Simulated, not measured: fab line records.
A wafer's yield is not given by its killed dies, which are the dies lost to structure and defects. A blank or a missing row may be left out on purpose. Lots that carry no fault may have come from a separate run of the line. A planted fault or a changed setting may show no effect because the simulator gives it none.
Problem report in the 8D (eight disciplines) form, filled by code | flow n5Finfet | the parts of the form that need people (team, actions taken, sign-off) are left out

== 1. PROBLEM STATEMENT ==
cathodeDcPowerW at N5_MIM_BOT_SPUTTER_00 reads a mean of 3494.4 W on 4 wafers of 2 lots; wafers without a fault read 3000.0 W with a standard deviation of 0.55. That is +99 or more standard deviations from the usual mean.
The step: material TiN, target thk 35 nm, time 89.7 s.
First observed at day 17 17:46: wafer L613.4, on pvdSputter-02. At this step, 33 wafers from 11 lots have a number in the record. Rule for "out", or "out of limits": more than 4 standard deviations from the usual mean. The rest of the wafers with a number are treated as sound.

== 2. WHAT IT IS, AND WHAT IT ISN'T ==
question                    | is                             | is not
which readings at this step | cathodeDcPowerW                | throttleValvePct
which lots                  | L613, L617                     | L599, L600, L602, L605, L606, L611, L615, L618, L619
which wafers of those lots  | L613.4, L613.6, L617.3, L617.6 | L613.1, L617.2
read on which tools         | pvdSputter-02                  | pvdSputter-01, pvdSputter-03
when                        | from day 17 17:46              | up to then (19 sound wafers); but 10 sound wafers of L615, L617, L618, L619 came after

== 3. WHAT RULES OUT EACH SUSPECT ==
Counting: any tool at a process step up to the reading remains a suspect provided it ran every lot that is out. Sound lots after the first of them don't rule it out here, since some wafers of a struck lot are sound.
- rieDiel-05 at N5_BEOL_M15_ETCH_38 (etches SiCN in CF4/N2, target depth 106.4 nm, time 120.5 s): kept. It ran every lot that is out, first L613 (day 17 13:15); its last sound lot up to then is L611 (day 15 13:34). With no start given for some of its lots, N5_BEOL_M15_ETCH_38 uses the hours and lot order of N5_BEOL_M15_PRE_CLEAN_42.
- pvdSputter-02 at N5_MIM_BOT_SPUTTER_00 (material TiN, target thk 35 nm, time 89.7 s): kept. It ran every lot that is out, first L613 (day 17 17:46); its last sound lot up to then is L611 (day 15 18:06). Its own readings are out on those wafers: cathodeDcPowerW.
What counting leaves: rieDiel-05 at N5_BEOL_M15_ETCH_38 and pvdSputter-02 at N5_MIM_BOT_SPUTTER_00.

== 4. THE CAUSE (what the simulator had put in) ==
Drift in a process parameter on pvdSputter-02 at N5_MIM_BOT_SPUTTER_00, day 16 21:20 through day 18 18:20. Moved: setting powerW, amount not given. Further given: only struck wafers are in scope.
2 suspects survive the count, and this tool is in that group.

== 5. THE CHAIN OF EFFECTS, in route order ==
Rows list readings where the struck wafers' mean (over those with a number) sits beyond 3 standard deviations from the usual. Readings are gone through only where the record gives a usual standard deviation; hours: the median, over the lots, of the time from a lot's start at the first step in this table giving one to that lot's start at this step; sigmas: the change measured in usual standard deviations.
hours | step                  | reading         | usual    | on struck wafers | change | sigmas
0     | N5_MIM_BOT_SPUTTER_00 | cathodeDcPowerW | 3000.0 W | 3494.4           | +494.4 | +99 or more
Process steps it contains:
- N5_MIM_BOT_SPUTTER_00: material TiN, target thk 35 nm, time 89.7 s.

== 6. HOW IT WOULD HAVE BEEN CAUGHT EARLIER ==
20 hours passed between the start of the fault at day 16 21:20 and the first reading out of limits in this record, taken at day 17 17:46.
